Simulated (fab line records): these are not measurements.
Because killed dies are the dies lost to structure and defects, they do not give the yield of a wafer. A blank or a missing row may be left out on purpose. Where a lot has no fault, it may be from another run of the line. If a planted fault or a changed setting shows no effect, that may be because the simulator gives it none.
A struck lot beside a sound one :: flow n5 finfet :: 43 steps out of a route of 1938
Sound: these wafers, L265.3, L265.4, L265.5. Struck: wafer L272.2 (L272.5, L272.6, from the same lot, were not struck and are left out); the cause is given at the end.
Per side, at each step with rows, come the tool, then ch with its chambers, and then its first start. Under that, the readings that differ: sound wafers :: struck wafers :: difference of the means :: sigmas: that difference in standard deviations of wafers without a fault.
alike: readings whose means differ by less than 2 such deviations, and words and numbers that are the same on both sides. not compared: withheld readings, readings that some wafer has no value for, bounds like >300 that may hide the same value, and numbers for which the record gives no deviation and whose values overlap.
A row with sigmas, a row that says differs or no value, or rows on one side alone: a step with any of these is where the two part. Numbers that have no deviation but don't overlap get no sigmas and don't part them. Lack of a reading on every wafer of one side parts them only where that side has two or more wafers.

N5_BEOL_M12_PRE_CLEAN_42: time 30 s.
  sound: pvd sputter-02 at day 11 22:11; struck: pvd sputter-03 at day 15 18:25
reading: heater power w (W)
sound: 282 332 325
struck: 376
difference: +63
sigmas: +3
then, 1 step without rows for these wafers: N5_BEOL_M12_SPUTTER_43 (material TaN, target thk 15 nm, time 24.19 s).
N5_BEOL_M12_SPUTTER_44: material Ta, target thk 10 nm, time 16.13 s.
  sound: pvd sputter-02 at day 11 22:19; struck: pvd sputter-03 at day 15 18:32
  alike: throttle valve pct
then, 4 steps without rows for these wafers: N5_BEOL_M12_SPUTTER_45 (material Cu, target thk 80 nm, time 13.33 s); N5_BEOL_M12_ECD_47 (material Cu, target thk 720 nm); N5_BEOL_M12_ANNEAL_48 (time 90 s); N5_BEOL_M12_CMP_49 (polishes, stops on SiOC, t overpolish 20.6 s, target thk 320 nm).
N5_BEOL_M12_THK_MEAS_50: measures by xrf.
  sound: film metro-01 at day 11 23:14; struck: film metro-01 at day 15 19:29
  alike: M12_THK
then, 1 step without rows for these wafers: N5_BEOL_M12_PRE_CLEAN_52 (time 15 s).
N5_BEOL_M12_DEP_53: deposits SiCN from 3MS/NH3, target thk 30 nm, time 10.5 s.
  sound on pecvd-03 ch 0,1, day 11 23:18; struck on pecvd-02 ch 1, day 15 19:32
reading: showerhead plenum p Torr (Torr)
sound: 4.145 4.145 4.164
struck: 4.196
difference: +0.045
sigmas: +2
  alike: throttle valve pct
N5_BEOL_M12_RS_MEAS_54: the measuring method here is four-point-probe.
  sound: film metro-01 at day 11 23:22; struck: film metro-01 at day 15 19:36
  alike: M12_RS
N5_BEOL_M12_INSPECT_55: inspects for defects (darkfield).
  sound: defect inspect-01 at day 11 23:23; struck: defect inspect-01 at day 15 19:38
  alike: raw defect count
N5_BEOL_M13_ILD_DEP_00: deposits SiOC from DEMS/O2, target thk 837.92 nm, time 166.4 s.
  sound on pecvd-04 ch 1,2, day 11 23:26; struck on pecvd-03 ch 1, day 15 19:40
  alike: heater power outer w, heater power w, showerhead plenum p Torr, throttle valve pct
N5_BEOL_M13_THK_MEAS_01:
  sound: film metro-01 at day 11 23:35; struck: film metro-02 at day 15 19:49
reading: M13_ILD_THK (nm)
sound: 832 829 841
struck: 690
difference: -144
sigmas: -14
then, 8 steps without rows for these wafers: N5_BEOL_M13_COAT_58 (time 60 s, resist thk 89 nm); N5_BEOL_M13_COAT_04 (resist thk 400 nm); N5_BEOL_M13_EBR_06; N5_BEOL_M13_SOFTBAKE_05 (time 60 s); N5_BEOL_M13_EXPOSE_07 (exposes mask V12); N5_BEOL_M13_PEB_08 (peb time 90 s); N5_BEOL_M13_DEVELOP_09 (develop time 45 s); N5_BEOL_M13_HARDBAKE_14 (time 120 s).
N5_BEOL_M13_CD_MEAS_10: the cd target is 190 nm.
  sound on cd sem-01 ch 0, day 11 23:53; struck on cd sem-03 ch 0, day 15 20:07
  alike: cd nm
N5_BEOL_M13_OVL_MEAS_11:
  sound on overlay-02 ch 0, day 11 23:55; struck on overlay-01 ch 0, day 15 20:09
  alike: V12_OVL
N5_BEOL_M13_INSPECT_12: inspects for defects (macro).
  sound: defect inspect-02 at day 11 23:56; struck: defect inspect-01 at day 15 20:11
  alike: raw defect count
then, 2 steps without rows for these wafers: N5_BEOL_M13_DESCUM_15 (chemistry O2, time 7.9 s); N5_BEOL_M13_ETCH_59 (etches BARC in N2/H2, target depth 89 nm, overetch 26.7 nm, time 67.9 s).
N5_BEOL_M13_VIA_ETCH_16: etches SiOC in C4F8/O2/Ar, target depth 921.7 nm.
  sound on rie diel-04 ch 1,2, day 12 00:04; struck on rie diel-04 ch 0, day 15 20:18
  alike: drypump motor current A, oes product au, rf vpp V, showerhead plenum p Torr, throttle valve pct
N5_BEOL_M13_STRIP_63: strips in N2/H2.
  sound on plasma asher-01 ch 0,1, day 12 00:19; struck on plasma asher-02 ch 0, day 15 20:32
reading: rf hours counter h (h)
sound: - - -
struck: 91
difference: no value on the sound wafers
sigmas: 
  alike: drypump motor current A, heater power w, oes product au, strip time to endpoint s
then, 3 steps without rows for these wafers: N5_BEOL_M13_STRIP_64 (strips in N2/H2); N5_BEOL_M13_STRIP_71 (strips in post etch residue remover, time 60 s); N5_BEOL_M13_SRD_72 (time 30 s, dry time 30 s).
N5_BEOL_M13_CD_MEAS_17: the cd target is 190 nm.
  sound: cd sem-01 at day 12 00:31; struck: cd sem-01 at day 15 20:44
  alike: cd nm
then, 9 steps without rows for these wafers: N5_BEOL_M13_COAT_65 (time 60 s, resist thk 350 nm); N5_BEOL_M13_COAT_66 (time 60 s, resist thk 110 nm); N5_BEOL_M13_COAT_22 (resist thk 300 nm); N5_BEOL_M13_EBR_24; N5_BEOL_M13_SOFTBAKE_23 (time 60 s); N5_BEOL_M13_EXPOSE_25 (exposes mask M13, target cd 210 nm); N5_BEOL_M13_PEB_26 (peb time 90 s); N5_BEOL_M13_DEVELOP_27 (develop time 45 s); N5_BEOL_M13_HARDBAKE_32 (time 120 s).
N5_BEOL_M13_OCD_MEAS_35:
  sound: ocd-01 at day 12 01:30; struck: ocd-01 at day 15 21:52
reading: trench depth nm (nm)
sound: 407 410 413
struck: 239
difference: -171
sigmas: -18

== WHERE THEY PART ==
Earliest at N5_BEOL_M12_PRE_CLEAN_42; latest, in this record, at N5_BEOL_M13_OCD_MEAS_35.

WHY: what had been put in by the simulator
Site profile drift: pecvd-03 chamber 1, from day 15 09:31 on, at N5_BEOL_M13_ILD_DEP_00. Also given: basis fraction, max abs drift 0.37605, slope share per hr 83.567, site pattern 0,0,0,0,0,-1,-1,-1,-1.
